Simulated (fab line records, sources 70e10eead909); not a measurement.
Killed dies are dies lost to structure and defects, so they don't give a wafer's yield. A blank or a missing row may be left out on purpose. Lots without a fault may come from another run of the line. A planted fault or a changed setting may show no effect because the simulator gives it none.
fab line records | flow nand_harc
record lots=24 wafers=72 last_day=25
route steps=1159 shown P_BONDPAD@375 A_ZERO_WELL@412 A_CHANNEL_HOLE_D1@484 A_CHANNEL_FILL_D1@509
lots that met no fault: from a run of the same line without faults
start_h: hours from the record's first day to the start of the lot's first wafer shown | wait_h: hours since the lot's step before | " the same as in the row above | L1.1+2: a row that stands for several wafers | - no value, or no start given | * or withheld: withheld | < > ~ a bound
route shown NAME@n: a module of which the file shows steps, and the number in the route of the first | usual: mean/standard deviation of fault-free wafers | same: alike in all rows | chamber/n: place in a boat | sites: the reading at each site | _std_site: their standard deviation | _edge_site: outer sites' mean less inner sites' | radius_mm: how far each site lies from the wafer's centre | mask NAME#n: copy n | behind: the tool/chamber that last shaped the wafer | hold: why the lot was held/for how many hours/how that ended | device: the transistor (n, p or np) that didn't switch | end of line: the same wafers' tests at the end of the route | a step without rows: its recipe alone | killed: dies lost to structure and defects at the first sort, not the wafer's yield | map: a wafer's dies, x killed, . not, _ none there
set.NAME: the setting as run; set.NAME@STEP: as run at that earlier step | model.NAME: the simulator's own value behind a step, which no gauge read
steps of the route over a sample of lots; a table a step, a row a wafer
services: from which hour (start_h, from the record's first day; less than 0 if before it) a tool's chamber was out of use, for how many hours, and why
## steps
# step NHARC_P_BONDPAD_PRE_CLEAN_26
# recipe time_s=30 temp_c=280 gas=H2/He
# usual heater_power_w=398/45
# columns lot.wafer tool chamber start_h wait_h heater_power_w
L074.3 pvd_sputter-01 - - - 403
L074.4 " - " " 305
L074.5 " - " " 446
L075.4 pvd_sputter-01 - - - 434
L075.1 " - " " 433
L075.5 " - " " 302
L076.4 pvd_sputter-03 - - - 454
L076.2 " - " " 376
L076.6 " - " " 449
L077.2 pvd_sputter-02 - - - 348
L077.1 " - " " 411
L077.6 " - " " 349
L079.1 pvd_sputter-03 - - - 461
L079.2 " - " " 417
L079.5 " - " " 385
L078.3 pvd_sputter-02 - - - 349
L078.4 " - " " 491
L078.6 " - " " 349
L080.4 pvd_sputter-02 - - - 359
L080.3 " - " " 407
L080.5 " - " " 352
L081.4 pvd_sputter-03 - - - 415
L081.6 " - " " 429
L081.5 " - " " 384
L082.2 pvd_sputter-03 - - - 380
L082.4 " - " " 456
L082.1 " - " " 441
L083.3 pvd_sputter-03 - - - 391
L083.2 " - " " 426
L083.5 " - " " 367
L084.1 pvd_sputter-01 - - - 417
L084.4 " - " " 406
L084.5 " - " " 318
L085.2 pvd_sputter-01 - - - 427
L085.1 " - " " 415
L085.4 " - " " 304
L086.1 pvd_sputter-01 - - - 428
L086.2 " - " " 419
L086.4 " - " " 314
L087.4 pvd_sputter-01 - - - 309
L087.2 " - " " 418
L087.5 " - " " 414
L088.4 pvd_sputter-01 - - - 417
L088.2 " - " " 323
L088.5 " - " " 405
L089.3 pvd_sputter-01 - - - 311
L089.1 " - " " 400
L089.4 " - " " 417
L090.1 pvd_sputter-01 - - - 424
L090.3 " - " " 411
L090.6 " - " " 435
L091.4 pvd_sputter-03 - - - 453
L091.3 " - " " 399
L091.2 " - " " 384
L092.4 pvd_sputter-02 - - - 348
L092.3 " - " " 366
L092.6 " - " " 369
L093.1 pvd_sputter-02 - - - 455
L093.3 " - " " 393
L093.6 " - " " 396
L094.4 pvd_sputter-03 - - - 394
L094.3 " - " " 453
L094.2 " - " " 419
L095.4 pvd_sputter-01 - - - 414
L095.1 " - " " 318
L095.2 " - " " 426
L097.1 pvd_sputter-02 - - - 367
L097.4 " - " " 464
L097.6 " - " " 347
L096.3 pvd_sputter-01 - - - 419
L096.1 " - " " 309
L096.5 " - " " 410
# step NHARC_P_BONDPAD_THK_MEAS_20
# recipe thk_meas_gauge=xrf
# usual thk_nm=160.4/1.3
# columns lot.wafer tool chamber start_h wait_h thk_nm
L074.3 film_metro-01 - 134.84 - 160.8
L074.4 " - " " 157.7
L074.5 " - " " 158.6
L075.1 film_metro-01 - 146.04 - 159.5
L075.4 " - " " 160.1
L075.5 " - " " 158.9
L076.2 film_metro-02 - 147.24 - 159.5
L076.4 " - " " 160.1
L076.6 " - " " 159.8
L077.1 film_metro-01 - 147.53 - 162.1
L077.2 " - " " 161.8
L077.6 " - " " 163.1
L079.1 film_metro-01 - 158.13 - 163.0
L079.2 " - " " 161.9
L079.5 " - " " 159.4
L078.3 film_metro-02 - 159.30 - 162.9
L078.4 " - " " 162.7
L078.6 " - " " 158.3
L080.3 film_metro-01 - 166.05 - 161.0
L080.4 " - " " 160.7
L080.5 " - " " 163.6
L081.4 film_metro-01 - 166.67 - 160.0
L081.5 " - " " 162.2
L081.6 " - " " 160.2
L082.1 film_metro-01 - 179.68 - 159.6
L082.2 " - " " 160.3
L082.4 " - " " 160.1
L083.2 film_metro-01 - 180.79 - 158.0
L083.3 " - " " 159.8
L083.5 " - " " 160.4
L084.1 film_metro-02 - 195.41 - 159.2
L084.4 " - " " 157.3
L084.5 " - " " 161.9
L085.1 film_metro-01 - 196.93 - 160.1
L085.2 " - " " 160.3
L085.4 " - " " 159.4
L086.1 film_metro-01 - 209.57 - 163.3
L086.2 " - " " 161.5
L086.4 " - " " 159.3
L087.2 film_metro-01 - 210.35 - 160.8
L087.4 " - " " 160.4
L087.5 " - " " 161.9
L088.2 film_metro-01 - 216.52 - 163.8
L088.4 " - " " 159.8
L088.5 " - " " 159.0
L089.1 film_metro-02 - 221.45 - 158.8
L089.3 " - " " 159.8
L089.4 " - " " 161.6
L090.1 film_metro-01 - 221.56 - 161.8
L090.3 " - " " 161.4
L090.6 " - " " 160.9
L091.2 film_metro-01 - 230.21 - 160.1
L091.3 " - " " 158.9
L091.4 " - " " 159.5
L092.3 film_metro-02 - 231.03 - 163.4
L092.4 " - " " 161.3
L092.6 " - " " 159.0
L093.1 film_metro-02 - 241.64 - 160.1
L093.3 " - " " 160.3
L093.6 " - " " 158.9
L094.2 film_metro-02 - 243.52 - 160.0
L094.3 " - " " 158.4
L094.4 " - " " 160.6
L095.1 film_metro-02 - 254.84 - 158.4
L095.2 " - " " 160.8
L095.4 " - " " 159.4
L097.1 film_metro-02 - 264.28 - 160.7
L097.4 " - " " 161.2
L097.6 " - " " 160.2
L096.1 film_metro-02 - 269.14 - 158.5
L096.3 " - " " 163.3
L096.5 " - " " 159.9
# step NHARC_A_ZERO_WELL_INSPECT_17
# usual raw_defect_count=10/5.1
# columns lot.wafer tool chamber start_h wait_h raw_defect_count
L074.3 defect_inspect-02 - 137.84 0.1 4
L074.4 " - " " 9
L074.5 " - " " 11
L075.1 defect_inspect-01 - 149.01 0.2 12
L075.4 " - " " 5
L075.5 " - " " 16
L076.2 defect_inspect-01 - 150.32 0.2 8
L076.4 " - " " 9
L076.6 " - " " 18
L077.1 defect_inspect-01 - 150.56 0.2 18
L077.2 " - " " 14
L077.6 " - " " 12
L079.1 defect_inspect-02 - 161.10 0.2 10
L079.2 " - " " 12
L079.5 " - " " 12
L078.3 defect_inspect-02 - 162.38 0.1 6
L078.4 " - " " 5
L078.6 " - " " 8
L080.3 defect_inspect-02 - 169.05 0.1 9
L080.4 " - " " 23
L080.5 " - " " 11
L081.4 defect_inspect-01 - 169.75 0.1 18
L081.5 " - " " 10
L081.6 " - " " 8
L082.1 defect_inspect-02 - 182.73 0.2 13
L082.2 " - " " 16
L082.4 " - " " 3
L083.2 defect_inspect-01 - 183.83 0.1 20
L083.3 " - " " 12
L083.5 " - " " 17
L084.1 defect_inspect-01 - 198.46 0.2 12
L084.4 " - " " 19
L084.5 " - " " 8
L085.1 defect_inspect-02 - 199.93 0.2 7
L085.2 " - " " 2
L085.4 " - " " 14
L086.1 defect_inspect-01 - 212.62 0.2 3
L086.2 " - " " 10
L086.4 " - " " 4
L087.2 defect_inspect-01 - 213.24 0.1 9
L087.4 " - " " 10
L087.5 " - " " 8
L088.2 defect_inspect-01 - 219.71 0.1 3
L088.4 " - " " 8
L088.5 " - " " 7
L089.1 defect_inspect-02 - 224.44 0.2 5
L089.3 " - " " 9
L089.4 " - " " 5
L090.1 defect_inspect-01 - 224.62 0.2 3
L090.3 " - " " 15
L090.6 " - " " 13
L091.2 defect_inspect-01 - 233.39 0.1 6
L091.3 " - " " 7
L091.4 " - " " 12
L092.3 defect_inspect-02 - 234.08 0.1 5
L092.4 " - " " 16
L092.6 " - " " 17
L093.1 defect_inspect-02 - 244.59 0.2 14
L093.3 " - " " 10
L093.6 " - " " 9
L094.2 defect_inspect-02 - 246.41 0.1 4
L094.3 " - " " 8
L094.4 " - " " 4
L095.1 defect_inspect-02 - 257.87 0.2 12
L095.2 " - " " 7
L095.4 " - " " 7
L097.1 defect_inspect-02 - 267.33 0.2 4
L097.4 " - " " 11
L097.6 " - " " 5
L096.1 defect_inspect-01 - 272.12 0.2 6
L096.3 " - " " 8
L096.5 " - " " 10
# step NHARC_A_CHANNEL_HOLE_D1_STRIP_27
# recipe o2_flow_sccm=500 ar_flow_sccm=0 bias_w=0 chemistry=O2
# usual drypump_motor_current_A=5.8/0.5 oes_product_au=1.000/0.013 rf_vpp_V=57.8/0.88 showerhead_plenum_p_Torr=3.58/0.13 throttle_valve_pct=17.036/0.0095
# columns lot.wafer tool chamber start_h wait_h drypump_motor_current_A oes_product_au rf_hours_counter_h rf_vpp_V showerhead_plenum_p_Torr throttle_valve_pct
L074.3 rie_diel-05 2 - - 5.4 1.006 0 57.9 3.58 17.028
L074.5 " 3 " " 5.8 1.022 - 58.3 3.54 17.040
L074.4 " 0 " " 5.8 1.011 - 57.7 3.55 17.034
L077.1 rie_diel-08 0 - - 6.1 1.009 4 58.9 3.64 17.040
L077.2 " 1 " " 6.3 0.987 5 57.7 3.75 17.029
L077.6 " 0 " " 6.1 1.016 - 57.8 3.64 17.031
L075.1 rie_diel-05 2 - - 5.5 0.998 1 58.0 3.58 17.048
L075.4 " 3 " " 5.8 1.027 1 58.6 3.54 17.038
L075.5 " 3 " " 5.8 1.028 - 57.1 3.54 17.041
L076.4 rie_diel-08 0 - - 6.1 1.007 4 58.1 3.64 17.037
L076.2 " 2 " " 6.3 1.007 5 57.6 3.56 17.028
L076.6 " 0 " " 6.1 0.990 - 58.2 3.64 17.042
L079.2 rie_diel-08 2 - - 6.3 0.983 6 57.8 3.56 17.045
L079.1 " 3 " " 6.3 1.013 5 57.3 3.73 17.024
L079.5 " 2 " " 6.3 0.996 - 58.9 3.56 17.025
L078.4 rie_diel-05 1 - - 5.1 1.001 1 57.7 3.62 17.027
L078.3 " 2 " " 5.4 1.004 2 58.2 3.58 17.040
L078.6 " 2 " " 5.4 1.003 - 57.1 3.58 17.035
L081.4 rie_diel-03 0 - - 5.2 0.997 11 58.8 3.53 17.022
L081.6 " 1 " " 5.8 1.007 - 57.4 3.71 17.062
L081.5 " 2 " " 5.4 0.985 - 55.9 3.30 17.017
L080.3 rie_diel-08 1 - - 6.3 0.993 7 57.9 3.75 17.034
L080.4 " 0 " " 6.1 1.003 5 58.2 3.64 17.024
L080.5 " 1 " " 6.3 0.980 - 57.8 3.74 17.045
L082.2 rie_diel-05 2 - - 5.5 1.001 4 57.8 3.58 17.045
L082.4 " 0 " " 5.8 1.002 5 59.3 3.55 17.054
L082.1 " 1 " " 5.1 1.002 4 58.2 3.61 17.032
L083.3 rie_diel-08 2 - - 6.3 0.991 8 58.9 3.56 17.026
L083.2 " 3 " " 6.3 1.021 7 57.4 3.73 17.033
L083.5 " 3 " " 6.3 1.016 - 59.0 3.73 17.051
L085.4 rie_diel-08 2 - - 6.3 0.994 9 57.4 3.56 17.024
L085.1 " 0 " " 6.1 1.004 7 56.3 3.64 17.026
L085.2 " 1 " " 6.3 0.984 8 58.1 3.74 17.030
L084.1 rie_diel-03 1 - - 5.8 0.998 2 57.9 3.70 17.041
L084.4 " 2 " " 5.4 1.003 2 58.1 3.29 17.042
L084.5 " 0 " " 5.2 0.996 - 56.3 3.52 17.024
L087.2 rie_diel-08 2 - - 6.3 0.993 10 58.3 3.56 17.043
L087.4 " 3 " " 6.3 1.021 9 59.5 3.73 17.036
L087.5 " 2 " " 6.3 0.981 - 57.9 3.56 17.042
L088.2 rie_diel-05 1 - - 5.1 0.998 6 58.7 3.61 17.050
L088.4 " 0 " " 5.8 0.995 6 57.5 3.55 17.037
L088.5 " 1 " " 5.1 0.998 - 60.0 3.61 17.024
L086.4 rie_diel-08 2 - - 6.3 0.992 10 58.3 3.56 17.019
L086.1 " 0 " " 6.1 1.004 9 58.3 3.64 17.036
L086.2 " 1 " " 6.3 0.997 10 56.8 3.74 17.054
L089.3 rie_diel-03 3 - - 4.8 0.978 4 57.6 3.42 17.041
L089.4 " 0 " " 5.2 0.999 4 57.5 3.52 17.040
L089.1 " 2 " " 5.4 0.999 4 57.8 3.29 17.033
L090.1 rie_diel-03 2 - - 5.4 1.008 4 56.0 3.29 17.040
L090.3 " 0 " " 5.2 1.010 4 58.0 3.52 17.026
L090.6 " 3 " " 4.8 0.986 - 59.2 3.42 17.039
L092.4 rie_diel-05 0 - - 5.8 1.004 7 57.8 3.55 17.038
L092.3 " 1 " " 5.1 1.005 7 58.1 3.61 17.027
L092.6 " 0 " " 5.8 1.007 - 57.9 3.55 17.024
L091.3 rie_diel-08 1 - - 6.3 0.986 11 58.3 3.74 17.028
L091.4 " 2 " " 6.3 0.980 11 56.8 3.56 17.031
L091.2 " 0 " " 6.1 0.997 10 57.0 3.64 17.023
L094.4 rie_diel-08 0 - - 6.1 0.998 11 58.0 3.64 17.048
L094.2 " 1 " " 6.3 0.984 12 57.9 3.74 17.042
L094.3 " 2 " " 6.3 0.991 12 57.1 3.56 17.023
L093.1 rie_diel-03 3 - - 4.8 0.988 6 57.6 3.42 17.040
L093.3 " 0 " " 5.2 1.010 6 58.0 3.52 17.033
L093.6 " 2 " " 5.4 1.005 - 56.3 3.29 17.025
L095.1 rie_diel-03 3 - - 4.8 0.977 7 57.3 3.42 17.040
L095.4 " 0 " " 5.2 1.003 7 58.2 3.52 17.034
L095.2 " 1 " " 5.9 0.992 5 56.5 3.70 17.031
L097.1 rie_diel-03 2 - - 5.4 1.016 7 56.7 3.29 17.038
L097.4 " 1 " " 5.9 1.002 5 57.7 3.70 17.028
L097.6 " 3 " " 4.8 0.983 - 55.8 3.42 17.049
L096.3 rie_diel-03 1 - - 5.8 0.998 6 58.5 3.70 17.050
L096.1 " 2 " " 5.4 0.998 7 57.7 3.29 17.029
L096.5 " 1 " " 5.8 0.984 - 59.6 3.70 17.038
# step NHARC_A_CHANNEL_HOLE_D1_XSEM_31
# recipe landing_energy_ev=35000
# usual bot_cd_nm=74.3/1.3 bow_nm=8.64/0.2 tilt_deg=0.09/0.051
# columns lot.wafer tool chamber start_h wait_h bot_cd_nm bow_nm tilt_deg
L074.3 xsem-01 0 183.76 0.1 74.6 8.49 0.02
L074.4 " 0 " " 76.8 8.41 0.02
L074.5 " 0 " " 74.3 8.47 0.02
L077.1 xsem-01 0 193.67 0.1 72.5 8.93 0.06
L077.2 " 0 " " 72.2 8.88 0.06
L077.6 " 0 " " 72.7 8.98 0.06
L075.1 xsem-02 0 194.30 0.1 75.1 8.65 0.20
L075.4 " 0 " " 75.5 8.65 0.20
L075.5 " 0 " " 77.2 8.54 0.20
L076.2 xsem-01 0 197.83 0.1 73.5 8.67 0.10
L076.4 " 0 " " 73.5 8.62 0.10
L076.6 " 0 " " 71.7 8.65 0.10
L079.1 xsem-02 0 205.38 0.1 72.4 8.89 0.07
L079.2 " 0 " " 71.5 8.85 0.07
L079.5 " 0 " " 72.4 8.98 0.07
L078.3 xsem-01 0 205.97 0.1 76.4 8.88 0.04
L078.4 " 0 " " 77.5 8.80 0.04
L078.6 " 0 " " 76.1 8.87 0.04
L081.4 xsem-02 0 213.77 0.1 74.7 8.75 0.06
L081.5 " 0 " " 74.7 8.70 0.06
L081.6 " 0 " " 75.4 8.72 0.06
L080.3 xsem-01 0 213.99 0.1 72.4 8.77 0.19
L080.4 " 0 " " 73.0 8.83 0.19
L080.5 " 0 " " 73.7 8.73 0.19
L082.1 xsem-02 0 228.04 0.1 74.8 8.52 0.12
L082.2 " 0 " " 74.9 8.53 0.12
L082.4 " 0 " " 72.7 8.53 0.12
L083.2 xsem-01 0 228.92 0.1 74.1 8.82 0.10
L083.3 " 0 " " 73.7 8.82 0.11
L083.5 " 0 " " 73.7 8.79 0.10
L085.1 xsem-02 0 249.69 0.1 73.5 8.74 0.07
L085.2 " 0 " " 75.2 8.82 0.07
L085.4 " 0 " " 73.3 8.74 0.07
L084.1 xsem-01 0 250.01 0.1 74.3 8.34 0.20
L084.4 " 0 " " 76.5 8.38 0.20
L084.5 " 0 " " 76.3 8.29 0.20
L087.2 xsem-02 0 261.49 0.1 73.7 8.88 0.17
L087.4 " 0 " " 74.9 9.04 0.17
L087.5 " 0 " " 73.4 8.90 0.17
L088.2 xsem-01 0 261.66 0.1 75.6 8.47 0.05
L088.4 " 0 " " 76.7 8.52 0.05
L088.5 " 0 " " 76.4 8.54 0.05
L086.1 xsem-02 0 265.65 0.1 74.1 8.67 0.09
L086.2 " 0 " " 73.1 8.57 0.09
L086.4 " 0 " " 73.7 8.53 0.09
L089.1 xsem-01 0 271.52 0.1 72.3 8.46 0.02
L089.3 " 0 " " 74.2 8.53 0.02
L089.4 " 0 " " 72.5 8.57 0.02
L090.1 xsem-02 0 273.42 0.1 76.5 8.55 0.08
L090.3 " 0 " " 74.0 8.63 0.08
L090.6 " 0 " " 75.3 8.60 0.08
L092.3 xsem-01 0 277.59 0.1 76.0 8.35 0.03
L092.4 " 0 " " 74.2 8.39 0.03
L092.6 " 0 " " 74.4 8.36 0.03
L091.2 xsem-02 0 278.04 0.1 72.9 8.24 0.09
L091.3 " 0 " " 73.8 8.18 0.09
L091.4 " 0 " " 74.1 8.16 0.09
L094.2 xsem-01 0 287.86 0.1 72.5 8.80 0.06
L094.3 " 0 " " 72.8 8.83 0.07
L094.4 " 0 " " 72.8 8.84 0.07
L093.1 xsem-02 0 288.68 0.1 75.8 8.77 0.10
L093.3 " 0 " " 75.2 8.72 0.09
L093.6 " 0 " " 75.2 8.80 0.09
L095.1 xsem-01 0 303.88 0.1 74.2 8.57 0.12
L095.2 " 0 " " 72.5 8.62 0.12
L095.4 " 0 " " 73.9 8.55 0.12
L097.1 xsem-01 0 310.91 0.1 74.5 8.38 0.08
L097.4 " 0 " " 74.6 8.55 0.08
L097.6 " 0 " " 76.1 8.46 0.08
L096.1 xsem-02 0 318.20 0.1 74.9 8.44 0.13
L096.3 " 0 " " 74.1 8.43 0.13
L096.5 " 0 " " 74.1 8.49 0.13
# step NHARC_A_CHANNEL_FILL_D1_STRIP_29
# recipe time_s=20 o2_flow_sccm=500 ar_flow_sccm=0 bias_w=0 chemistry=O2
# usual drypump_motor_current_A=5.8/0.49 oes_product_au=1.003/0.011 rf_vpp_V=57.7/0.87 showerhead_plenum_p_Torr=3.45/0.11 throttle_valve_pct=17.035/0.0093
# columns lot.wafer tool chamber start_h wait_h drypump_motor_current_A oes_product_au rf_hours_counter_h rf_vpp_V showerhead_plenum_p_Torr throttle_valve_pct
L074.4 rie_diel-11 1 - - 6.0 1.008 1 58.0 3.46 17.054
L074.3 " 2 " " 5.9 0.992 1 57.9 3.39 17.036
L074.5 " 1 " " 6.0 1.007 - 57.6 3.46 17.048
L077.1 rie_diel-09 3 - - 5.1 0.986 6 58.3 3.35 17.030
L077.2 " 1 " " 5.3 0.998 6 56.7 3.34 17.035
L077.6 " 0 " " 5.6 1.019 - 58.2 3.42 17.032
L075.4 rie_diel-11 0 - - 6.6 1.016 1 57.9 3.69 17.032
L075.1 " 1 " " 6.0 1.004 1 57.0 3.46 17.022
L075.5 " 3 " " 6.3 1.012 - 56.2 3.39 17.034
L076.2 rie_diel-11 1 239.54 0.1 6.0 1.003 1 56.8 3.46 17.027
L076.4 " 1 " " 6.0 1.010 - 58.6 3.46 17.034
L076.6 " 2 " " 5.9 0.998 - 58.3 3.39 17.034
L079.2 rie_diel-09 1 - - 5.3 0.991 6 57.6 3.34 17.036
L079.1 " 3 " " 5.1 0.991 6 55.2 3.35 17.031
L079.5 " 2 " " 5.6 0.994 - 58.4 3.57 17.030
L078.4 rie_diel-09 0 - - 5.5 1.022 7 57.4 3.42 17.022
L078.3 " 1 " " 5.3 0.993 6 57.4 3.34 17.018
L078.6 " 0 " " 5.6 1.014 - 57.0 3.42 17.028
L080.4 rie_diel-11 3 - - 6.3 1.016 2 57.6 3.39 17.035
L080.3 " 1 " " 6.0 1.011 2 57.6 3.46 17.046
L080.5 " 3 " " 6.3 0.998 - 58.2 3.39 17.048
L081.4 rie_diel-12 2 - - 5.2 1.027 9 58.6 3.47 17.032
L081.5 " 1 " " 4.7 1.013 - 56.5 3.70 17.040
L081.6 " 2 " " 5.2 1.015 - 57.6 3.47 17.042
L082.4 rie_diel-09 2 - - 5.6 1.008 0 57.2 3.57 17.037
L082.2 " 0 " " 5.6 1.018 0 56.3 3.42 17.046
L082.1 " 1 " " 5.3 0.991 0 58.3 3.34 17.045
L083.2 rie_diel-11 3 - - 6.3 1.008 2 56.5 3.39 17.041
L083.3 " 2 " " 5.9 0.987 2 57.0 3.39 17.053
L083.5 " 0 " " 6.6 1.008 - 58.1 3.69 17.041
L084.1 rie_diel-11 3 - - 6.3 1.003 2 56.1 3.39 17.036
L084.4 " 0 " " 6.6 0.996 2 58.0 3.69 17.009
L084.5 " 0 " " 6.6 1.004 - 57.0 3.69 17.045
L085.1 rie_diel-09 0 - - 5.6 1.019 1 56.9 3.42 17.037
L085.4 " 1 " " 5.3 0.984 1 58.7 3.34 17.035
L085.2 " 3 " " 5.1 0.992 1 58.2 3.35 17.049
L088.2 rie_diel-11 2 - - 5.9 0.995 3 56.6 3.38 17.025
L088.4 " 3 " " 6.3 1.001 3 57.9 3.39 17.026
L088.5 " 0 " " 6.6 1.013 - 57.5 3.69 17.031
L087.2 rie_diel-11 3 - - 6.3 0.999 3 56.7 3.39 17.033
L087.4 " 0 " " 6.6 1.007 3 57.4 3.69 17.034
L087.5 " 2 " " 5.9 1.001 - 57.9 3.38 17.041
L086.2 rie_diel-09 2 - - 5.6 1.000 1 56.8 3.57 17.036
L086.1 " 3 " " 5.1 0.986 1 57.0 3.35 17.015
L086.4 " 1 " " 5.3 0.980 1 56.7 3.34 17.059
L089.3 rie_diel-09 1 - - 5.3 0.981 1 57.8 3.34 17.040
L089.4 " 2 " " 5.6 1.003 2 56.6 3.57 17.030
L089.1 " 0 " " 5.6 1.014 1 56.9 3.42 17.055
L090.3 rie_diel-09 0 - - 5.6 1.008 1 58.3 3.42 17.036
L090.1 " 3 " " 5.0 1.003 2 57.1 3.34 17.032
L090.6 " 0 " " 5.6 1.012 - 59.3 3.42 17.034
L091.3 rie_diel-09 3 - - 5.1 0.994 2 58.8 3.34 17.023
L091.4 " 1 " " 5.3 0.985 2 57.2 3.34 17.041
L091.2 " 2 " " 5.6 1.016 2 58.2 3.57 17.013
L092.3 rie_diel-12 0 - - 5.5 1.004 20 56.2 3.52 17.033
L092.4 " 3 " " 6.2 1.000 24 57.0 3.38 17.029
L092.6 " 1 " " 4.7 1.002 - 57.8 3.70 17.045
L094.3 rie_diel-11 1 - - 6.0 1.012 4 58.3 3.46 17.035
L094.2 " 2 " " 5.9 0.992 3 57.6 3.38 17.036
L094.4 " 3 " " 6.3 0.999 4 58.7 3.39 17.031
L093.1 rie_diel-11 3 - - 6.3 1.004 4 58.5 3.39 17.031
L093.3 " 0 " " 6.6 1.014 4 57.8 3.69 17.038
L093.6 " 2 " " 5.9 0.991 - 58.0 3.39 17.039
L095.4 rie_diel-11 2 - - 5.9 0.993 4 57.8 3.38 17.026
L095.1 " 3 " " 6.3 1.001 4 58.1 3.39 17.032
L095.2 " 0 " " 6.6 1.006 4 59.4 3.69 17.023
L097.1 rie_diel-09 0 - - 5.6 1.022 3 56.3 3.42 17.039
L097.4 " 3 " " 5.1 1.003 3 58.5 3.34 17.031
L097.6 " 1 " " 5.3 0.986 - 57.0 3.34 17.028
L096.3 rie_diel-11 3 - - 6.3 1.003 4 58.0 3.39 17.037
L096.1 " 0 " " 6.7 1.005 4 59.0 3.69 17.039
L096.5 " 2 " " 5.9 0.988 - 57.8 3.38 17.025
## services
# columns tool chamber start_h hours kind
rie_diel-08 1 114.59 3.7 repair
rie_diel-03 0 122.87 18.3 repair
rie_diel-08 - 124.80 9.0 pm
rie_diel-09 - 127.60 0.3 repair
rie_diel-08 0 144.74 4.9 repair
pvd_sputter-01 - 158.00 10.0 pm
rie_diel-09 2 161.96 8.5 repair
rie_diel-09 2 170.48 10.0 repair
rie_diel-11 - 189.50 9.0 pm
rie_diel-09 1 216.04 13.2 repair
xsem-02 - 223.52 0.1 repair
rie_diel-11 0 236.41 9.4 repair
rie_diel-09 1 240.65 5.4 repair
rie_diel-11 - 247.68 3.4 repair
rie_diel-09 - 254.10 9.0 pm
rie_diel-08 2 267.81 1.6 repair
rie_diel-08 - 288.33 0.1 repair
xsem-01 - 290.05 1.2 repair
rie_diel-08 - 299.84 0.4 repair
rie_diel-08 - 301.80 9.0 pm
xsem-02 - 302.00 14.0 pm
pvd_sputter-01 - 333.22 8.3 repair
rie_diel-09 0 337.46 6.1 repair
pvd_sputter-01 - 341.53 10.0 pm
## key
fault none
